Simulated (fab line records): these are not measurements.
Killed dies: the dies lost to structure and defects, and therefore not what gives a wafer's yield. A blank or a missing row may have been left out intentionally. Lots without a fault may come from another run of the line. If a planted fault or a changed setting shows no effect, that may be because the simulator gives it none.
Matching of chambers :: flow n5_finfet :: N5_HKMG_FIN_ALD_71 on ald_metal-04 has 4 sister chambers
The step deposits TiN, target thk 1 nm, pulse time 1 s, purge time 3 s. 14 wafers are shown with their chamber, then 7 later ones without.

## WAFERS WITH THEIR CHAMBER
wafer: L074.4
chamber: 1
heater_power_outer_w (W): 497
heater_power_w (W): 784
precursor_pulse_height_rel: 1.024

wafer: L074.5
chamber: 3
heater_power_outer_w (W): 539
heater_power_w (W): 842
precursor_pulse_height_rel: 1.007

wafer: L074.6
chamber: 0
heater_power_outer_w (W): 587
heater_power_w (W): 891
precursor_pulse_height_rel: 0.990

wafer: L075.2
chamber: 2
heater_power_outer_w (W): 570
heater_power_w (W): 998
precursor_pulse_height_rel: 0.992

wafer: L075.4
chamber: 1
heater_power_outer_w (W): 515
heater_power_w (W): 821
precursor_pulse_height_rel: 1.002

wafer: L075.6
chamber: 0
heater_power_outer_w (W): 584
heater_power_w (W): 913
precursor_pulse_height_rel: 0.979

wafer: L077.1
chamber: 3
heater_power_outer_w (W): 538
heater_power_w (W): 830
precursor_pulse_height_rel: 0.976

wafer: L077.3
chamber: 2
heater_power_outer_w (W): 569
heater_power_w (W): 990
precursor_pulse_height_rel: 1.000

wafer: L077.5
chamber: 0
heater_power_outer_w (W): 591
heater_power_w (W): 878
precursor_pulse_height_rel: 1.004

wafer: L078.2
chamber: 2
heater_power_outer_w (W): 568
heater_power_w (W): 996
precursor_pulse_height_rel: 1.009

wafer: L078.4
chamber: 0
heater_power_outer_w (W): 584
heater_power_w (W): 899
precursor_pulse_height_rel: 0.984

wafer: L078.5
chamber: 3
heater_power_outer_w (W): 536
heater_power_w (W): 833
precursor_pulse_height_rel: 1.021

wafer: L083.1
chamber: 1
heater_power_outer_w (W): 510
heater_power_w (W): 798
precursor_pulse_height_rel: 1.012

wafer: L083.5
chamber: 2
heater_power_outer_w (W): 577
heater_power_w (W): 989
precursor_pulse_height_rel: 0.994

SIGNATURES (means of the wafers above)
reading: heater_power_outer_w
chamber 0: 586.50
chamber 1: 507.33
chamber 2: 571.00
chamber 3: 537.67
scatter within a chamber: 5.1

reading: heater_power_w
chamber 0: 895.25
chamber 1: 801.00
chamber 2: 993.25
chamber 3: 835.00
scatter within a chamber: 12.2

reading: precursor_pulse_height_rel
chamber 0: 0.98925
chamber 1: 1.01267
chamber 2: 0.99875
chamber 3: 1.00133
scatter within a chamber: 0.0135
Rule: a wafer's distance from a chamber is the root of the sum, over the readings, of the square of ((its reading less the chamber's mean) divided by the reading's scatter). If the next closest chamber is less than 2 further off than the closest, the wafer can't be placed; otherwise it belongs to the closest. The scatter is the square root of a quotient: the sum, over the shown wafers, of each reading's squared deviation from its chamber's mean, divided by wafers minus chambers.

## WAFERS WHOSE CHAMBER IS MISSING
wafer: L083.6
heater_power_outer_w (W): 523
heater_power_w (W): 833
precursor_pulse_height_rel: 1.029

wafer: L086.3
heater_power_outer_w (W): 529
heater_power_w (W): 833
precursor_pulse_height_rel: 0.968

wafer: L086.4
heater_power_outer_w (W): 499
heater_power_w (W): 818
precursor_pulse_height_rel: 1.034

wafer: L086.5
heater_power_outer_w (W): 588
heater_power_w (W): 895
precursor_pulse_height_rel: 0.990

wafer: L097.1
heater_power_outer_w (W): 526
heater_power_w (W): 834
precursor_pulse_height_rel: 1.005

wafer: L097.2
heater_power_outer_w (W): 594
heater_power_w (W): 917
precursor_pulse_height_rel: 0.990

wafer: L097.3
heater_power_outer_w (W): 522
heater_power_w (W): 770
precursor_pulse_height_rel: 1.036

## EACH ONE'S CHAMBER
wafer: L083.6
from the rows above: can't be placed: 3 or 1
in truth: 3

wafer: L086.3
from the rows above: 3
in truth: 3

wafer: L086.4
from the rows above: 1
in truth: 1

wafer: L086.5
from the rows above: 0
in truth: 0

wafer: L097.1
from the rows above: 3
in truth: 3

wafer: L097.2
from the rows above: 0
in truth: 0

wafer: L097.3
from the rows above: 1
in truth: 1
Correct placement for 6 of the 7. Cannot be placed on the basis of these rows: 1; the candidates contain the true chamber in 1. Number placed wrongly: 0.
